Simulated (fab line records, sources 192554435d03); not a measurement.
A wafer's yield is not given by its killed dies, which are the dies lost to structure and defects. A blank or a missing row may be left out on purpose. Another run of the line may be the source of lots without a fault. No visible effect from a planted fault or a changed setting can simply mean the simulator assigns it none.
One fault seen from 3 desks :: flow n5 finfet :: numbers are kept per desk, each desk with only its own; the story behind them comes last

== THE DEFECT DESK ==
Inspection counts along the route, by lot: the mean over sampled wafers that carry a number. Any lot whose mean is over 4 standard deviations away from the usual mean is out of limits and marked OUT; that distance is given in the brackets.
Columns: A = raw defect count at N5_PASSIVATION_INSPECT_64, usual 2.0
lot: L954
first seen here: day 11 21:41
A: 1.0

lot: L960
first seen here: day 13 12:16
A: 2.0

lot: L965
first seen here: day 14 22:31
A: 2.0

lot: L966
first seen here: day 15 04:46
A: 4.0

lot: L973
first seen here: day 17 20:26
A: 2.3

lot: L972
first seen here: day 17 20:55
A: 1.0
Finding of this desk: none of the 6 lots has anything out of limits.

== THE TOOL OWNER'S DESK: pecvd-02 ==
The tool's own readings at N5_PASSIVATION_PECVD_53 (deposits SiO2 from TEOS/O2, target thk 800 nm, time 169.4 s): means of the sampled wafers that have a number, for each lot that ran on this tool. Any lot whose mean is over 4 standard deviations away from the usual mean is out of limits and marked OUT; that distance is given in the brackets.
Columns: A = run length s at N5_PASSIVATION_PECVD_53, usual 197.2 s; B = susceptor temp C at N5_PASSIVATION_PECVD_53, usual 399.99 C
lot: L960
first seen here: day 13 14:09
A: 196.8
B: 400.08

lot: L965
first seen here: day 14 23:41
A: 199.2
B: 400.11

lot: L966
first seen here: day 15 06:01
A: 201.4 (+6.8) OUT
B: 400.06
Finding of this desk: L966 out of limits; the first was L966 at day 15 06:01, on run length s at N5_PASSIVATION_PECVD_53. Within limits: L960, L965.

== METROLOGY DESK ==
Lot by lot, what the gauges showed, no matter which tool ran the lot: averages of those sampled wafers that carry a number. Any lot whose mean is over 4 standard deviations away from the usual mean is out of limits and marked OUT; that distance is given in the brackets.
Columns: A = cd nm at N5_PASSIVATION_CD_MEAS_30, usual 4000.3 nm; B = PAD_OVL at N5_PASSIVATION_OVL_MEAS_63, usual 5 nm
lot: L954
first seen here: day 11 21:38
A: 3999.9
B: 11

lot: L960
first seen here: day 13 12:12
A: 3999.9
B: -0

lot: L965
first seen here: day 14 22:28
A: 4000.7
B: -7

lot: L966
first seen here: day 15 04:43
A: 4001.8
B: 11

lot: L973
first seen here: day 17 20:23
A: 3999.4
B: 13

lot: L972
first seen here: day 17 20:51
A: 3998.8
B: 13
Finding of this desk: none of the 6 lots has anything out of limits.

== ALL TOGETHER ==
The tool owner's desk had the chance to raise an alarm at day 15 06:01 on L966.
The defect desk saw nothing out of limits.
At the metrology desk, nothing out of limits was observed.
The defect desk has L966 on record, within its limits.
The metrology desk holds a record of L966, inside its limits.
On pecvd-02, each named lot ran N5_PASSIVATION_PECVD_53.

== WHAT WAS PUT IN BY THE SIMULATOR ==
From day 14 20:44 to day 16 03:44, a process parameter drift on pecvd-02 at N5_PASSIVATION_PECVD_53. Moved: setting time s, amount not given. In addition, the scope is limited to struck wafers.
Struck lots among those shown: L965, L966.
Hours from the fault's start to each desk's first reading out of limits: the tool owner's desk, 9.
